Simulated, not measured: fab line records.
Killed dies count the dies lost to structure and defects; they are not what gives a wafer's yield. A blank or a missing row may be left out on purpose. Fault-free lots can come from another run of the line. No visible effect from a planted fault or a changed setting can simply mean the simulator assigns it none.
Matching of chambers -- flow n5 finfet -- N5_FIN_SAQP_ETCH_51 on rie diel-05: 4 sister chambers
The step etches SiARC in CF4, target depth 45.5 nm, time 75.8 s. 8 wafers are shown with their chamber, then 9 later ones without.

WAFERS PAIRED WITH THEIR CHAMBERS
wafer,chamber,showerhead plenum p Torr (Torr),throttle valve pct (%)
L082.5,3,2.03,15.76
L088.3,1,2.21,15.90
L088.6,1,2.21,15.91
L089.2,2,2.27,15.52
L089.5,0,2.23,15.52
L091.1,0,2.23,15.54
L091.2,2,2.27,15.53
L091.6,3,2.02,15.79

WAFERS WITHOUT THEIR CHAMBER
wafer,showerhead plenum p Torr (Torr),throttle valve pct (%)
L092.1,2.21,15.91
L092.2,2.02,15.80
L092.3,2.27,15.55
L093.1,2.27,15.54
L093.2,2.23,15.54
L093.3,2.21,15.93
L094.2,2.21,15.92
L094.3,2.23,15.55
L094.5,2.21,15.92

WHICH CHAMBER EACH WENT THROUGH
wafer,from the rows above,in truth
L092.1,1,1
L092.2,3,3
L092.3,2,2
L093.1,2,2
L093.2,0,0
L093.3,1,1
L094.2,1,1
L094.3,0,0
L094.5,1,1
9 of 9 placed correctly. Not placeable from these rows: 0. Placed wrongly: 0.
How it was worked out, from the rows above alone: a wafer's distance from a chamber is the root of the sum, over the readings, of the square of ((its reading less the chamber's mean) divided by the reading's scatter). If the next closest chamber is less than 2 further off than the closest, the wafer can't be placed; otherwise it belongs to the closest. The mean given for a chamber averages the wafers shown for that chamber. How the scatter is found: for the shown wafers, subtract from each reading the mean of its chamber, square and add these, divide the total by (wafers less chambers), then take the root.
